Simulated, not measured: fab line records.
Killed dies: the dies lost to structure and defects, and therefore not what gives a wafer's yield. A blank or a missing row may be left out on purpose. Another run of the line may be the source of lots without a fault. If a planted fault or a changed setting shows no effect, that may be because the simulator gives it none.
One fault seen from 2 desks + flow n5Finfet + every desk sees just its own numbers, and what lay behind them comes last

## AT THE TOOL OWNER'S DESK: rieDiel-02
The tool's own readings at N5_GATE_CUT_ETCH_58 (etches SiNx in CH3F/O2, target depth 17 nm, time 128.6 s): means of the sampled wafers that have a number, for each lot that ran on this tool. If a lot's mean is further than 4 standard deviations from the usual mean, the lot is out of limits and carries the mark OUT (the distance appears in the brackets).
Columns: A = CH3F_flow_sccm at N5_GATE_CUT_ETCH_58, usual 30.00 sccm; B = drypumpMotorCurrentA at N5_GATE_CUT_ETCH_58, usual 5.6 A; C = oesProductAu at N5_GATE_CUT_ETCH_58, usual 0.80 a.u.; D = rfVppV at N5_GATE_CUT_ETCH_58, usual 99.1 V; E = showerheadPlenumPTorr at N5_GATE_CUT_ETCH_58, usual 2.00 Torr; F = throttleValvePct at N5_GATE_CUT_ETCH_58, usual 16.29 %
| lot  | first seen here | A     | B   | C    | D    | E    | F     |
|------|-----------------|-------|-----|------|------|------|-------|
| L456 | day 5 06:56     | 30.01 | 5.5 | 0.81 | 99.3 | 2.01 | 16.24 |
| L461 | day 6 07:09     | 30.03 | 5.6 | 0.77 | 98.5 | 1.91 | 16.32 |
| L463 | day 6 20:17     | 30.06 | 5.5 | 0.78 | 98.4 | 1.92 | 16.22 |
Result from this desk: across the 3 lots, nothing is out of limits.

## THE METROLOGY DESK
Lot by lot, what the gauges showed, no matter which tool ran the lot: averages of those sampled wafers that carry a number. If a lot's mean is further than 4 standard deviations from the usual mean, the lot is out of limits and carries the mark OUT (the distance appears in the brackets).
Columns: A = cdNm at N5_PASSIVATION_CD_MEAS_30, usual 3999.2 nm
| lot  | first seen here | A      |
|------|-----------------|--------|
| L457 | day 14 14:59    | 3998.1 |
| L456 | day 14 20:08    | 3995.9 |
| L455 | day 14 21:18    | 3997.5 |
| L458 | day 15 03:01    | 3995.4 |
| L461 | day 15 07:05    | 3999.3 |
| L463 | day 16 10:26    | 3998.3 |
| L468 | day 17 10:04    | 3999.1 |
| L467 | day 17 10:36    | 3998.1 |
| L472 | day 19 01:40    | 4001.1 |
| L473 | day 19 22:47    | 3996.1 |
| L469 | day 20 09:11    | 4000.0 |
| L476 | day 20 17:13    | 3998.6 |
Result from this desk: across the 12 lots, nothing is out of limits.

## BROUGHT TOGETHER
The desk of the tool owner found nothing out of limits.
From the metrology desk's view, nothing was out of limits.

## WHAT WAS PUT IN BY THE SIMULATOR
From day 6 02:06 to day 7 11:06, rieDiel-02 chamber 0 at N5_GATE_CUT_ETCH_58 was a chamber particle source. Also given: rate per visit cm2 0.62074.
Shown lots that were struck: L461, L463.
